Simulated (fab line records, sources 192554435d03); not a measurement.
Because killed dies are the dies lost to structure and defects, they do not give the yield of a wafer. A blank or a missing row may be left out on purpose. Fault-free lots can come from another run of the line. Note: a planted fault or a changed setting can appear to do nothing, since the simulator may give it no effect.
Which of the tools did it? | flow n5-finfet | 12 lots, 36 wafers sampled, at 1 step of a route of 1938

WHAT THE GAUGES READ, wafer by wafer
N5_BEOL_M10_INSPECT_30: inspects for defects (brightfield).
lot  | measured     | on                | raw-defect-count
L074 | day 10 22:31 | defect-inspect-01 | 395 463 481
L079 | day 11 10:43 | defect-inspect-02 | 436 277 389
L078 | day 12 07:40 | defect-inspect-02 | 359 415 412
L080 | day 12 19:35 | defect-inspect-01 | 449 279 436
L083 | day 13 01:35 | defect-inspect-02 | 418 459 494
L085 | day 13 08:33 | defect-inspect-02 | 487 373 399
L087 | day 14 10:04 | defect-inspect-02 | 436 390 517
L088 | day 14 15:28 | defect-inspect-02 | 339 497 438
L092 | day 14 21:53 | defect-inspect-02 | 447 504 556
L093 | day 15 14:14 | defect-inspect-02 | 552 501 497
L094 | day 15 21:18 | defect-inspect-02 | 607 347 449
L097 | day 18 06:43 | defect-inspect-01 | 400 571 406

WHICH TOOL RAN EACH LOT (tool, then ch and the chambers of the sampled wafers, then the start)
There is no process step in the record ahead of these readings.

THE ANSWER, worked out from the rows above alone
Rule: the lots themselves supply what counts as usual. The widest of any qualifying gaps counts: lots, ordered by their means at a reading, are off when they make up no more than a third of the lots, leave a main group of 4 or more, and stand apart from it by 3 or more times the standard deviation of that group's means. The tables above print the reading to a certain number of digits; a main group whose means all agree to those digits is not used. Also off: a lot with no number at a reading for which 4 or more lots have one. Any other lot the step has rows for is counted as sound.
Across all readings shown, no lot is off: no conclusion can be drawn from this.

WHAT THE SIMULATOR HAD INSERTED
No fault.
